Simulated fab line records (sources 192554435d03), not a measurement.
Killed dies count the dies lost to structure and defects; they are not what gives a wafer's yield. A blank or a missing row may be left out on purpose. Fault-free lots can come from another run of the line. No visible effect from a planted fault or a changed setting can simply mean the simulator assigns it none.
Chamber matching || flow n5_finfet || 4 sister chambers for N5_BEOL_M5_ETCH_75 on rie_diel-05
The step etches underlayer in N2/H2, target depth 6.5 nm, time 5.2 s. 8 wafers are shown with their chamber, then 7 later ones without.

## WAFERS, EACH WITH ITS CHAMBER
{"wafer": "L078.6", "chamber": 2, "throttle_valve_pct (%)": 18.20, "showerhead_plenum_p_Torr (Torr)": 2.55}
{"wafer": "L082.2", "chamber": 0, "throttle_valve_pct (%)": 17.92, "showerhead_plenum_p_Torr (Torr)": 2.44}
{"wafer": "L082.5", "chamber": 0, "throttle_valve_pct (%)": 17.93, "showerhead_plenum_p_Torr (Torr)": 2.44}
{"wafer": "L086.3", "chamber": 3, "throttle_valve_pct (%)": 17.89, "showerhead_plenum_p_Torr (Torr)": 2.51}
{"wafer": "L086.5", "chamber": 3, "throttle_valve_pct (%)": 17.88, "showerhead_plenum_p_Torr (Torr)": 2.51}
{"wafer": "L086.6", "chamber": 1, "throttle_valve_pct (%)": 18.35, "showerhead_plenum_p_Torr (Torr)": 2.53}
{"wafer": "L093.1", "chamber": 1, "throttle_valve_pct (%)": 18.38, "showerhead_plenum_p_Torr (Torr)": 2.53}
{"wafer": "L093.3", "chamber": 2, "throttle_valve_pct (%)": 18.25, "showerhead_plenum_p_Torr (Torr)": 2.53}

## WAFERS MISSING THEIR CHAMBER
{"wafer": "L093.5", "throttle_valve_pct (%)": 17.89, "showerhead_plenum_p_Torr (Torr)": 2.50}
{"wafer": "L091.1", "throttle_valve_pct (%)": 18.24, "showerhead_plenum_p_Torr (Torr)": 2.53}
{"wafer": "L091.2", "throttle_valve_pct (%)": 18.36, "showerhead_plenum_p_Torr (Torr)": 2.53}
{"wafer": "L091.4", "throttle_valve_pct (%)": 17.94, "showerhead_plenum_p_Torr (Torr)": 2.44}
{"wafer": "L095.3", "throttle_valve_pct (%)": 17.91, "showerhead_plenum_p_Torr (Torr)": 2.50}
{"wafer": "L095.4", "throttle_valve_pct (%)": 18.38, "showerhead_plenum_p_Torr (Torr)": 2.53}
{"wafer": "L095.6", "throttle_valve_pct (%)": 18.00, "showerhead_plenum_p_Torr (Torr)": 2.44}

## WHICH CHAMBER EACH WENT THROUGH
{"wafer": "L093.5", "from the rows above": 3, "in truth": 3}
{"wafer": "L091.1", "from the rows above": 2, "in truth": 2}
{"wafer": "L091.2", "from the rows above": 1, "in truth": 1}
{"wafer": "L091.4", "from the rows above": 0, "in truth": 0}
{"wafer": "L095.3", "from the rows above": 3, "in truth": 3}
{"wafer": "L095.4", "from the rows above": 1, "in truth": 1}
{"wafer": "L095.6", "from the rows above": 0, "in truth": 0}
Correct placement for 7 of the 7. From these rows, 0 cannot be placed. 0 placed wrongly.
How it was worked out, from the rows above alone: a wafer's distance from a chamber is the root of the sum, over the readings, of the square of ((its reading less the chamber's mean) divided by the reading's scatter). The wafer belongs to the nearest chamber; if the next one is less than 2 further off, it can't be placed. Each chamber's mean is taken over the wafers shown for it. The scatter is the square root of a quotient: the sum, over the shown wafers, of each reading's squared deviation from its chamber's mean, divided by wafers minus chambers.
